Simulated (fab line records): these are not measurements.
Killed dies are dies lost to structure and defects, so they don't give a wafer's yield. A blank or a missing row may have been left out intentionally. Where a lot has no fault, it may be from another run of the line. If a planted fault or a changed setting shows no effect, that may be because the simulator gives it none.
Commonality check across tools || flow nand_harc || Sample size 13 lots and 39 wafers

== WHY IT WAS OPENED ==
On 2 of the 13 lots, a flag is raised at NHARC_P_M2_INSPECT_27 on the reading raw_defect_count. No-fault wafers: 329, standard deviation 120.
Rule: a lot gets a flag if all its wafers with a number sit over 4 standard deviations from that mean, or if no wafer of it has a number. The rest of the lots are taken to be sound.

{"lot": "L540", "measured": "day 7 02:38", "on": "defect_inspect-01", "raw_defect_count, wafer by wafer": "186 512 196", "flag": ""}
{"lot": "L542", "measured": "day 7 17:50", "on": "defect_inspect-01", "raw_defect_count, wafer by wafer": "346 326 414", "flag": ""}
{"lot": "L543", "measured": "day 8 09:23", "on": "defect_inspect-02", "raw_defect_count, wafer by wafer": "378 266 352", "flag": ""}
{"lot": "L544", "measured": "day 8 12:25", "on": "defect_inspect-02", "raw_defect_count, wafer by wafer": "347 225 257", "flag": ""}
{"lot": "L545", "measured": "day 9 08:08", "on": "defect_inspect-02", "raw_defect_count, wafer by wafer": "216 285 372", "flag": ""}
{"lot": "L549", "measured": "day 10 23:25", "on": "defect_inspect-02", "raw_defect_count, wafer by wafer": "4753 4735 4435", "flag": "FLAGGED"}
{"lot": "L551", "measured": "day 11 05:45", "on": "defect_inspect-01", "raw_defect_count, wafer by wafer": "4812 4505 4534", "flag": "FLAGGED"}
{"lot": "L556", "measured": "day 13 23:26", "on": "defect_inspect-01", "raw_defect_count, wafer by wafer": "576 358 410", "flag": ""}
{"lot": "L558", "measured": "day 14 10:49", "on": "defect_inspect-02", "raw_defect_count, wafer by wafer": "300 448 188", "flag": ""}
{"lot": "L559", "measured": "day 14 16:10", "on": "defect_inspect-01", "raw_defect_count, wafer by wafer": "739 573 354", "flag": ""}
{"lot": "L560", "measured": "day 15 04:41", "on": "defect_inspect-02", "raw_defect_count, wafer by wafer": "207 251 344", "flag": ""}
{"lot": "L561", "measured": "day 15 19:57", "on": "defect_inspect-01", "raw_defect_count, wafer by wafer": "323 320 378", "flag": ""}
{"lot": "L562", "measured": "day 15 22:42", "on": "defect_inspect-02", "raw_defect_count, wafer by wafer": "229 279 358", "flag": ""}
The mean of the flagged lots' numbers is 4629, +4300 from the usual (+36 standard deviations).

== WHICH TOOL EACH LOT WENT THROUGH ==
The record holds 3 process steps before the reading, out of a route of 1302 steps. Each cell gives the tool, then ch followed by the chambers the sampled wafers passed through, then the start.
{"lot": "L540", "flag": "", "NHARC_P_M2_DEGAS_29": "pvd_sputter-03, day 7 01:04", "NHARC_P_M2_PVD_20": "pvd_sputter-03, day 7 02:11 or earlier", "NHARC_P_M2_CMP_23": "cmp-04 ch 0,1, day 7 02:11"}
{"lot": "L542", "flag": "", "NHARC_P_M2_DEGAS_29": "pvd_sputter-03, day 7 16:17", "NHARC_P_M2_PVD_20": "pvd_sputter-03, day 7 17:23 or earlier", "NHARC_P_M2_CMP_23": "cmp-01 ch 2,3, day 7 17:23"}
{"lot": "L543", "flag": "", "NHARC_P_M2_DEGAS_29": "pvd_sputter-01, day 8 07:51", "NHARC_P_M2_PVD_20": "pvd_sputter-01, day 8 08:56 or earlier", "NHARC_P_M2_CMP_23": "cmp-02 ch 0,1, day 8 08:56"}
{"lot": "L544", "flag": "", "NHARC_P_M2_DEGAS_29": "pvd_sputter-02, day 8 10:52", "NHARC_P_M2_PVD_20": "pvd_sputter-02, day 8 11:57 or earlier", "NHARC_P_M2_CMP_23": "cmp-01 ch 0,2,3, day 8 11:57"}
{"lot": "L545", "flag": "", "NHARC_P_M2_DEGAS_29": "pvd_sputter-02, day 9 06:35", "NHARC_P_M2_PVD_20": "pvd_sputter-02, day 9 07:43 or earlier", "NHARC_P_M2_CMP_23": "cmp-04 ch 0,2,3, day 9 07:43"}
{"lot": "L549", "flag": "FLAGGED", "NHARC_P_M2_DEGAS_29": "pvd_sputter-01, day 10 21:52", "NHARC_P_M2_PVD_20": "pvd_sputter-01, day 10 22:56 or earlier", "NHARC_P_M2_CMP_23": "cmp-04 ch 2,3, day 10 22:56"}
{"lot": "L551", "flag": "FLAGGED", "NHARC_P_M2_DEGAS_29": "pvd_sputter-02, day 11 04:10", "NHARC_P_M2_PVD_20": "pvd_sputter-02, day 11 05:15 or earlier", "NHARC_P_M2_CMP_23": "cmp-04 ch 1,2,3, day 11 05:15"}
{"lot": "L556", "flag": "", "NHARC_P_M2_DEGAS_29": "pvd_sputter-02, day 13 21:53", "NHARC_P_M2_PVD_20": "pvd_sputter-02, day 13 22:58 or earlier", "NHARC_P_M2_CMP_23": "cmp-01 ch 0,1,2, day 13 22:58"}
{"lot": "L558", "flag": "", "NHARC_P_M2_DEGAS_29": "pvd_sputter-03, day 14 09:16", "NHARC_P_M2_PVD_20": "pvd_sputter-03, day 14 10:20 or earlier", "NHARC_P_M2_CMP_23": "cmp-01 ch 1,2,3, day 14 10:20"}
{"lot": "L559", "flag": "", "NHARC_P_M2_DEGAS_29": "pvd_sputter-01, day 14 14:38", "NHARC_P_M2_PVD_20": "pvd_sputter-01, day 14 15:42 or earlier", "NHARC_P_M2_CMP_23": "cmp-04 ch 0,1,3, day 14 15:42"}
{"lot": "L560", "flag": "", "NHARC_P_M2_DEGAS_29": "pvd_sputter-02, day 15 03:08", "NHARC_P_M2_PVD_20": "pvd_sputter-02, day 15 04:15 or earlier", "NHARC_P_M2_CMP_23": "cmp-04 ch 0,2,3, day 15 04:15"}
{"lot": "L561", "flag": "", "NHARC_P_M2_DEGAS_29": "pvd_sputter-01, day 15 18:22", "NHARC_P_M2_PVD_20": "pvd_sputter-01, day 15 19:28 or earlier", "NHARC_P_M2_CMP_23": "cmp-04 ch 0,1,3, day 15 19:28"}
{"lot": "L562", "flag": "", "NHARC_P_M2_DEGAS_29": "pvd_sputter-01, day 15 21:08", "NHARC_P_M2_PVD_20": "pvd_sputter-01, day 15 22:16 or earlier", "NHARC_P_M2_CMP_23": "cmp-01 ch 2,3, day 15 22:16"}
These steps, and what they do:
- NHARC_P_M2_DEGAS_29: time 60 s.
- NHARC_P_M2_PVD_20: deposits TaN, target thk 5 nm, time 8.06 s.
- NHARC_P_M2_CMP_23: polishes, t overpolish 20 s, target thk 144.3 nm.
- NHARC_P_M2_INSPECT_27

== FLAGGED OVER TOTAL, TOOL BY TOOL (the gauges that took the reading come last) ==
{"step": "NHARC_P_M2_DEGAS_29", "tool": "pvd_sputter-01", "lots run": 5, "flagged": 1, "share of the flagged lots": "some", "sound lots run after its first flagged lot": "3 (L559,L561,L562)"}
{"step": "NHARC_P_M2_DEGAS_29", "tool": "pvd_sputter-02", "lots run": 5, "flagged": 1, "share of the flagged lots": "some", "sound lots run after its first flagged lot": "2 (L556,L560)"}
{"step": "NHARC_P_M2_DEGAS_29", "tool": "pvd_sputter-03", "lots run": 3, "flagged": 0, "share of the flagged lots": "none", "sound lots run after its first flagged lot": "-"}
{"step": "NHARC_P_M2_PVD_20", "tool": "pvd_sputter-01", "lots run": 5, "flagged": 1, "share of the flagged lots": "some", "sound lots run after its first flagged lot": "3 (L559,L561,L562)"}
{"step": "NHARC_P_M2_PVD_20", "tool": "pvd_sputter-02", "lots run": 5, "flagged": 1, "share of the flagged lots": "some", "sound lots run after its first flagged lot": "2 (L556,L560)"}
{"step": "NHARC_P_M2_PVD_20", "tool": "pvd_sputter-03", "lots run": 3, "flagged": 0, "share of the flagged lots": "none", "sound lots run after its first flagged lot": "-"}
{"step": "NHARC_P_M2_CMP_23", "tool": "cmp-01", "lots run": 5, "flagged": 0, "share of the flagged lots": "none", "sound lots run after its first flagged lot": "-"}
{"step": "NHARC_P_M2_CMP_23", "tool": "cmp-02", "lots run": 1, "flagged": 0, "share of the flagged lots": "none", "sound lots run after its first flagged lot": "-"}
{"step": "NHARC_P_M2_CMP_23", "tool": "cmp-04", "lots run": 7, "flagged": 2, "share of the flagged lots": "all", "sound lots run after its first flagged lot": "3 (L559,L560,L561)"}
{"step": "NHARC_P_M2_INSPECT_27", "tool": "defect_inspect-01", "lots run": 6, "flagged": 1, "share of the flagged lots": "some", "sound lots run after its first flagged lot": "3 (L556,L559,L561)"}
{"step": "NHARC_P_M2_INSPECT_27", "tool": "defect_inspect-02", "lots run": 7, "flagged": 1, "share of the flagged lots": "some", "sound lots run after its first flagged lot": "3 (L558,L560,L562)"}
With no start given for some of its lots, NHARC_P_M2_PVD_20 uses the hours and lot order of NHARC_P_M2_CMP_23.

== THE TABLE: WHAT IT ALLOWS ==
1 row of the table ran every flagged lot: cmp-04 at NHARC_P_M2_CMP_23.
- cmp-04 at NHARC_P_M2_CMP_23 ran 7 lots, 2 of them flagged. Lots that were sound ran on it after the first flagged one (L559, L560, L561); a persistent fault on the entire tool would not allow that.
Every row of the table either missed a flagged lot or ran a sound lot after the first.

== WHAT WAS PUT IN BY THE SIMULATOR ==
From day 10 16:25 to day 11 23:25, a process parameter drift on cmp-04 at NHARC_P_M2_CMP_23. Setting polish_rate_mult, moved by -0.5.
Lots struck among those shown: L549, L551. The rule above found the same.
